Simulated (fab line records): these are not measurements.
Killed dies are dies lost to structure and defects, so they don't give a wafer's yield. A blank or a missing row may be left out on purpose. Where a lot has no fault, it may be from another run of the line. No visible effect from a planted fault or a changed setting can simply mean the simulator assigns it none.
Which of the tools did it? + flow n5 finfet + 10 lots with 30 wafers sampled at 5 steps, on a route of 1938 steps

## WHAT THE GAUGES SHOWED, per wafer
N5_HKMG_FIN_THK_MEAS_70: measures by xrf. Usual: HK_THK 1.601 nm, standard deviation 0.02.
| lot  | measured    | on            | HK_THK (nm)       | flag |
|------|-------------|---------------|-------------------|------|
| L443 | day 4 01:14 | film metro-01 | 1.606 1.610 1.612 |      |
| L446 | day 4 21:44 | film metro-01 | 1.591 1.608 1.607 |      |
| L450 | day 5 20:36 | film metro-01 | 1.598 1.606 1.599 |      |
| L451 | day 6 07:06 | film metro-01 | 1.595 1.593 1.587 |      |
| L457 | day 7 14:02 | film metro-02 | 1.615 1.615 1.616 |      |
| L459 | day 8 01:45 | film metro-01 | 1.618 1.604 1.601 |      |
| L461 | day 8 12:34 | film metro-01 | 1.610 1.593 1.594 |      |
| L463 | day 9 02:26 | film metro-02 | 1.613 1.628 1.616 |      |
| L464 | day 9 07:26 | film metro-02 | 1.559 1.579 1.588 |      |
| L466 | day 9 18:54 | film metro-02 | 1.605 1.593 1.571 |      |

N5_HKMG_FIN_OVL_MEAS_13. Usual: NWFM_OVL -0.3 nm, standard deviation 0.73.
| lot  | measured    | on         | NWFM_OVL (nm)  | flag |
|------|-------------|------------|----------------|------|
| L443 | day 4 02:01 | overlay-02 | -0.2 0.1 -0.4  |      |
| L446 | day 4 22:31 | overlay-01 | 0.1 0.1 -0.9   |      |
| L450 | day 5 21:32 | overlay-02 | 0.4 0.4 -0.3   |      |
| L451 | day 6 08:00 | overlay-02 | 0.9 0.6 -0.3   |      |
| L457 | day 7 14:56 | overlay-01 | -0.6 -1.1 -0.7 |      |
| L459 | day 8 02:31 | overlay-02 | -0.8 -0.3 -0.3 |      |
| L461 | day 8 13:28 | overlay-01 | 0.5 0.6 0.6    |      |
| L463 | day 9 03:13 | overlay-01 | -0.5 -0.4 -0.3 |      |
| L464 | day 9 08:21 | overlay-02 | -1.0 0.5 -0.6  |      |
| L466 | day 9 19:48 | overlay-02 | -1.3 -0.6 -0.9 |      |

N5_HKMG_FIN_INSPECT_14: inspects for defects (macro). Usual: raw defect count reads 2.0 (standard deviation 1.5).
| lot  | measured    | on                | raw defect count | flag |
|------|-------------|-------------------|------------------|------|
| L443 | day 4 02:02 | defect inspect-02 | 5 5 5            |      |
| L446 | day 4 22:32 | defect inspect-02 | 1 1 0            |      |
| L450 | day 5 21:34 | defect inspect-02 | 1 0 2            |      |
| L451 | day 6 08:02 | defect inspect-01 | 2 2 0            |      |
| L457 | day 7 14:58 | defect inspect-01 | 2 3 2            |      |
| L459 | day 8 02:33 | defect inspect-02 | 2 1 3            |      |
| L461 | day 8 13:29 | defect inspect-01 | 1 0 1            |      |
| L463 | day 9 03:14 | defect inspect-02 | 3 3 2            |      |
| L464 | day 9 08:22 | defect inspect-02 | 6 2 2            |      |
| L466 | day 9 19:50 | defect inspect-02 | 0 1 2            |      |

N5_BEOL_M4_RC_MEAS_101. Usual: DIBL_N 36.5 mV/V, standard deviation 1.4; DIBL_P 36.9 mV/V, standard deviation 1.7; IOFF_N 0.163 nA/um, standard deviation 0.023; IOFF_P 0.22 nA/um, standard deviation 0.032; IOFF_P_85C 3.8 nA/um, standard deviation 0.46; IOFF_P_LIN 0.102 nA/um, standard deviation 0.012; IOFF_P_LONG 0.000104 nA/um, standard deviation 8.6e-06; ION_N 673 uA/um, standard deviation 9; ION_P 462 uA/um, standard deviation 7.5; SS_N 71.6 mV/dec, standard deviation 0.54; SS_P 73.4 mV/dec, standard deviation 0.62; VT_N 249.8 mV, standard deviation 2.8; VT_P -250 mV, standard deviation 3.5; VT_P_LONG -275.5 mV, standard deviation 3; VT_P_LVT -98.8 mV, standard deviation 2.9.
| lot  | measured     | on        | DIBL_N (mV/V)  | DIBL_P (mV/V)  | IOFF_N (nA/um)    | IOFF_P (nA/um) | IOFF_P_85C (nA/um) | IOFF_P_LIN (nA/um) | IOFF_P_LONG (nA/um)        | ION_N (uA/um) | ION_P (uA/um) | SS_N (mV/dec)  | SS_P (mV/dec)  | VT_N (mV)         | VT_P (mV)      | VT_P_LONG (mV)       | VT_P_LVT (mV)        | flag |
|------|--------------|-----------|----------------|----------------|-------------------|----------------|--------------------|--------------------|----------------------------|---------------|---------------|----------------|----------------|-------------------|----------------|----------------------|----------------------|------|
| L443 | day 7 20:49  | prober-02 | 35.6 36.6 35.5 | 35.4 36.4 35.4 | 0.143 0.167 0.149 | 0.19 0.20 0.19 | 3.3 3.6 3.3        | 0.091 0.095 0.090  | 9.8e-05 9.5e-05 9.8e-05    | 663 665 674   | 459 450 461   | 71.8 72.1 71.7 | 73.3 73.2 72.7 | 252.3 249.5 251.7 | -255 -253 -255 | -276.4 -278.8 -276.2 | -101.3 -100.6 -100.1 |      |
| L446 | day 8 18:02  | prober-01 | 36.1 37.7 35.5 | 37.5 39.1 36.7 | 0.159 0.190 0.152 | 0.23 0.27 0.22 | 3.9 4.4 3.9        | 0.105 0.117 0.103  | 0.000106 0.000105 0.000106 | 674 678 677   | 469 469 471   | 71.1 71.6 71.4 | 73.0 73.6 73.6 | 248.9 249.7 253.0 | -247 -248 -252 | -276.4 -276.5 -275.3 | -97.9 -97.0 -98.2    |      |
| L450 | day 9 18:59  | prober-01 | 36.0 37.8 37.8 | 35.8 37.9 37.7 | 0.153 0.184 0.179 | 0.00 0.00 0.00 | 0.1 0.1 0.1        | 0.002 0.002 0.002  | 4.3e-05 4.3e-05 4.5e-05    | 673 667 684   | 292 289 295   | 72.0 72.8 72.0 | 73.9 73.8 73.6 | 249.3 247.4 245.8 | -363 -361 -363 | -387.0 -385.8 -384.7 | -211.0 -207.1 -208.0 | OFF  |
| L451 | day 9 21:07  | prober-01 | 36.0 35.8 36.5 | 37.5 37.3 37.8 | 0.176 0.174 0.187 | 0.00 0.00 0.01 | 0.2 0.2 0.2        | 0.002 0.002 0.002  | 4.7e-05 4.5e-05 4.5e-05    | 676 672 679   | 303 304 304   | 71.8 71.7 73.1 | 74.1 74.3 73.4 | 248.6 246.6 249.4 | -353 -359 -356 | -379.5 -382.9 -383.5 | -207.3 -208.2 -205.7 | OFF  |
| L457 | day 11 18:47 | prober-02 | 36.8 38.4 37.9 | 37.7 39.3 38.4 | 0.165 0.190 0.181 | 0.23 0.27 0.25 | 4.0 4.6 4.2        | 0.108 0.121 0.111  | 0.00011 0.000108 0.000106  | 676 678 676   | 463 470 468   | 71.1 71.7 71.4 | 74.2 73.5 73.5 | 250.1 249.8 249.2 | -249 -246 -249 | -273.2 -276.5 -274.0 | -95.2 -93.2 -95.2    |      |
| L459 | day 12 08:54 | prober-02 | 38.2 35.8 35.6 | 39.0 36.5 35.4 | 0.202 0.160 0.148 | 0.26 0.21 0.19 | 4.4 3.7 3.4        | 0.118 0.103 0.094  | 0.000113 0.000108 0.000108 | 680 660 676   | 470 454 460   | 71.1 71.4 71.3 | 73.4 72.9 73.3 | 245.6 248.4 250.4 | -246 -249 -252 | -274.4 -273.8 -274.0 | -95.5 -97.0 -99.0    |      |
| L461 | day 12 16:38 | prober-01 | 37.0 38.6 38.9 | 38.6 40.0 39.9 | 0.158 0.175 0.186 | 0.21 0.22 0.23 | 3.6 3.8 3.9        | 0.098 0.100 0.105  | 0.0001 9.6e-05 0.0001      | 673 676 676   | 466 457 459   | 71.4 72.2 72.4 | 73.5 73.9 74.1 | 249.6 251.9 250.7 | -250 -253 -251 | -277.9 -279.1 -278.0 | -99.8 -99.3 -99.2    |      |
| L463 | day 12 18:17 | prober-02 | 37.8 35.1 34.4 | 39.6 36.1 35.9 | 0.191 0.142 0.128 | 0.22 0.17 0.17 | 3.9 3.1 3.1        | 0.100 0.082 0.080  | 9.5e-05 9.5e-05 9.3e-05    | 679 671 656   | 457 448 454   | 71.9 71.0 70.8 | 74.2 73.7 73.8 | 247.5 251.1 255.7 | -252 -258 -254 | -281.8 -279.1 -277.2 | -102.0 -106.1 -106.7 |      |
| L464 | day 13 19:39 | prober-01 | 32.4 33.6 33.5 | 32.4 34.1 33.6 | 0.116 0.125 0.126 | 0.17 0.18 0.17 | 3.0 3.2 3.0        | 0.087 0.093 0.087  | 0.000112 0.000112 0.000109 | 662 672 670   | 457 472 458   | 70.1 70.4 70.2 | 72.2 72.7 72.0 | 252.3 252.2 247.5 | -253 -251 -254 | -273.8 -274.2 -277.1 | -101.5 -99.8 -103.1  |      |
| L466 | day 13 15:49 | prober-02 | 37.3 38.3 37.7 | 36.0 37.0 35.6 | 0.184 0.213 0.183 | 0.25 0.29 0.25 | 4.2 4.7 4.2        | 0.116 0.127 0.118  | 0.000119 0.00012 0.000121  | 675 673 673   | 464 460 462   | 71.8 71.7 72.7 | 73.7 74.9 74.1 | 246.7 245.4 249.9 | -246 -246 -247 | -272.1 -272.3 -272.5 | -94.7 -93.7 -94.8    |      |

## TOOL THAT RAN EACH LOT (tool first, then ch and the chambers of the sampled wafers, then the start)
| lot  | N5_HKMG_FIN_PWFM_ALD_03            |
|------|------------------------------------|
| L443 | ald metal-02 ch 0,1,3, day 4 01:16 |
| L446 | ald metal-03 ch 0,1,3, day 4 21:46 |
| L450 | ald metal-02 ch 0,2,3, day 5 20:38 |
| L451 | ald metal-02 ch 0,1,2, day 6 07:08 |
| L457 | ald metal-01 ch 0,3, day 7 14:04   |
| L459 | ald metal-03 ch 1,2,3, day 8 01:47 |
| L461 | ald metal-02 ch 0,1, day 8 12:35   |
| L463 | ald metal-01 ch 0,2,3, day 9 02:28 |
| L464 | ald metal-02 ch 1,2,3, day 9 07:29 |
| L466 | ald metal-01 ch 0,2, day 9 18:56   |
- N5_HKMG_FIN_PWFM_ALD_03: deposits TiN, target thk 2 nm, pulse time 1 s, purge time 3 s.

## WHAT THE TOOLS THEMSELVES READ (means of the sampled wafers that have a number; where no wafer has one, the mark that the record gives instead)
N5_HKMG_FIN_PWFM_ALD_03. Usual: chamber pressure Torr 3.000 Torr, standard deviation 0.0064; heater power w 902 W, standard deviation 73; precursor pulse height rel 0.999, standard deviation 0.019.
| lot  | tool         | chamber pressure Torr (Torr) | heater power w (W) | precursor pulse height rel | flag |
|------|--------------|------------------------------|--------------------|----------------------------|------|
| L443 | ald metal-02 | 2.993                        | 899                | 0.995                      |      |
| L446 | ald metal-03 | 2.999                        | 894                | 0.992                      |      |
| L450 | ald metal-02 | -                            | -                  | -                          | OFF  |
| L451 | ald metal-02 | -                            | -                  | -                          | OFF  |
| L457 | ald metal-01 | 3.003                        | 921                | 1.004                      |      |
| L459 | ald metal-03 | 2.999                        | 895                | 1.014                      |      |
| L461 | ald metal-02 | 3.002                        | 874                | 0.985                      |      |
| L463 | ald metal-01 | 2.999                        | 923                | 1.006                      |      |
| L464 | ald metal-02 | 2.996                        | 884                | 1.013                      |      |
| L466 | ald metal-01 | 3.000                        | 899                | 0.995                      |      |

## THE ANSWER, worked out from the rows above alone
Rule: take the mean of a lot's wafers that have a number; if it is more than 3 standard deviations from the usual mean, the lot is off. Also off: a lot with no number at a reading for which 4 or more lots have one. Where the step has rows for the other lots, those lots are counted as sound. The gauges are gone through in route order, then the tools' own readings, and for those a lot's mean is taken as printed above. The first step at which some lot is off is used, and at that step the reading that is off furthest; a lot without a number counts as furthest.
Off: L450, L451, at N5_BEOL_M4_RC_MEAS_101 (VT_P_LVT).
A tool fits if, at a process step before that reading, it ran every lot that is off, and no sound lot after the first of them. Not tried: the gauges at N5_BEOL_M4_RC_MEAS_101; whatever is off there is also off at N5_HKMG_FIN_PWFM_ALD_03, on other tools, and gauge error can't account for it. Of those tried, none fits.

## WHAT WAS PUT IN BY THE SIMULATOR
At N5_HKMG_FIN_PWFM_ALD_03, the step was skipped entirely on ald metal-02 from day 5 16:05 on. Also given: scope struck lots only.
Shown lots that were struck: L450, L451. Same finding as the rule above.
